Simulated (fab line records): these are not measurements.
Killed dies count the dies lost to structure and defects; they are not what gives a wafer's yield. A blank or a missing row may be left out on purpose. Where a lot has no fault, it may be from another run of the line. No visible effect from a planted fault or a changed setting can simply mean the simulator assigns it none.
Chamber matching || flow n5_finfet || 3 sister chambers for N5_BEOL_M5_CURE_80 on uv_cure-01
The step cures SiCOH lowk, time 120 s. 6 wafers are shown with their chamber, then 7 later ones without.

== EACH WAFER AND ITS CHAMBER ==
{"wafer": "L087.5", "chamber": 0, "lamp_power_pct (%)": 52.31, "wafer_temp_C_max": 372.4}
{"wafer": "L087.6", "chamber": 0, "lamp_power_pct (%)": 52.33, "wafer_temp_C_max": 372.5}
{"wafer": "L085.3", "chamber": 1, "lamp_power_pct (%)": 52.31, "wafer_temp_C_max": 371.8}
{"wafer": "L085.4", "chamber": 1, "lamp_power_pct (%)": 52.30, "wafer_temp_C_max": 371.2}
{"wafer": "L093.1", "chamber": 2, "lamp_power_pct (%)": 52.28, "wafer_temp_C_max": 371.6}
{"wafer": "L093.3", "chamber": 2, "lamp_power_pct (%)": 52.24, "wafer_temp_C_max": 371.2}

== WAFERS WHOSE CHAMBER IS MISSING ==
{"wafer": "L093.4", "lamp_power_pct (%)": 52.27, "wafer_temp_C_max": 371.0}
{"wafer": "L094.2", "lamp_power_pct (%)": 52.38, "wafer_temp_C_max": 371.6}
{"wafer": "L094.3", "lamp_power_pct (%)": 52.35, "wafer_temp_C_max": 371.5}
{"wafer": "L094.5", "lamp_power_pct (%)": 52.44, "wafer_temp_C_max": 371.2}
{"wafer": "L095.4", "lamp_power_pct (%)": 52.25, "wafer_temp_C_max": 371.6}
{"wafer": "L095.5", "lamp_power_pct (%)": 52.36, "wafer_temp_C_max": 371.4}
{"wafer": "L095.6", "lamp_power_pct (%)": 52.38, "wafer_temp_C_max": 371.4}

== THE CHAMBER EACH PASSED THROUGH ==
{"wafer": "L093.4", "from the rows above": "can't be placed: 2 or 1", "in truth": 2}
{"wafer": "L094.2", "from the rows above": "can't be placed: 1 or 0", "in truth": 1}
{"wafer": "L094.3", "from the rows above": "can't be placed: 1 or 0", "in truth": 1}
{"wafer": "L094.5", "from the rows above": "can't be placed: 1 or 0", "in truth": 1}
{"wafer": "L095.4", "from the rows above": 2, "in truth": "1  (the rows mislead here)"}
{"wafer": "L095.5", "from the rows above": "can't be placed: 1 or 0", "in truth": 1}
{"wafer": "L095.6", "from the rows above": "can't be placed: 1 or 0", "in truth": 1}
Correct placement for 0 of the 7. Cannot be placed on the basis of these rows: 6; the candidates contain the true chamber in 6. 1 placed wrongly.
How it was worked out, from the rows above alone: a wafer's distance from a chamber is the root of the sum, over the readings, of the square of ((its reading less the chamber's mean) divided by the reading's scatter). The wafer belongs to the nearest chamber; if the next one is less than 2 further off, it can't be placed. The mean given for a chamber averages the wafers shown for that chamber. The scatter: the root of (the sum of the squares of (reading less its chamber's mean) over the shown wafers, divided by (wafers less chambers)).
